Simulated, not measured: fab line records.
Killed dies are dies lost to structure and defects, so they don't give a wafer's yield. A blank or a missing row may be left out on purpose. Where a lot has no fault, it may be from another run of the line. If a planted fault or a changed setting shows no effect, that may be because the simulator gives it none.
Which tool was responsible?    flow nandHarc    6 lots, 18 wafers sampled, at 2 steps of a route of 1302

WHAT THE GAUGES READ, wafer by wafer
NHARC_A_ONON_D1_THK_MEAS_21: measures by ellipsometry.
lot   measured      on            thkNm (nm)
L743  day 8 12:53   filmMetro-01  1002 1001 999
L746  day 10 03:17  filmMetro-02  985 988 988
L750  day 11 15:50  filmMetro-02  975 974 974
L754  day 13 01:05  filmMetro-01  1008 1009 1007
L759  day 15 06:46  filmMetro-02  1658 1661 997
L764  day 17 13:22  filmMetro-01  997 996 998

EACH LOT AND THE TOOL THAT RAN IT (in order: tool; ch and the chambers of the sampled wafers; start)
lot   NHARC_A_ONON_D1_DEP_19
L743  pecvdOnon-01 ch 0, day 8 12:22
L746  pecvdOnon-01 ch 0, day 10 02:47
L750  pecvdOnon-02 ch 0, day 11 15:26
L754  pecvdOnon-04 ch 0, day 13 00:38
L759  pecvdOnon-02 ch 0, day 15 06:16
L764  pecvdOnon-04 ch 0, day 17 12:55
- NHARC_A_ONON_D1_DEP_19: target thk 1000 nm.

THE ANSWER, worked out from the rows above alone
Rule: usual is defined by the lots themselves. The widest of any qualifying gaps counts: lots, ordered by their means at a reading, are off when they make up no more than a third of the lots, leave a main group of 4 or more, and stand apart from it by 3 or more times the standard deviation of that group's means. A main group is skipped when, at the precision printed for the reading in the tables above, its means are all equal. A lot without any number at a reading at which 4 lots or more have one is off too. All remaining lots with rows at the step are treated as sound.
Off: L759 (NHARC_A_ONON_D1_THK_MEAS_21, thkNm). Mean 993 nm and standard deviation 12 in the main group.
A tool fits if, at a process step before that reading, it ran every lot that is off, and no sound lot after the first of them. The gauges at NHARC_A_ONON_D1_THK_MEAS_21 are tried like those tools. This does not decide it: 2 tools fit, namely pecvdOnon-02 at NHARC_A_ONON_D1_DEP_19 and filmMetro-02 at NHARC_A_ONON_D1_THK_MEAS_21.

WHAT WAS PUT IN BY THE SIMULATOR
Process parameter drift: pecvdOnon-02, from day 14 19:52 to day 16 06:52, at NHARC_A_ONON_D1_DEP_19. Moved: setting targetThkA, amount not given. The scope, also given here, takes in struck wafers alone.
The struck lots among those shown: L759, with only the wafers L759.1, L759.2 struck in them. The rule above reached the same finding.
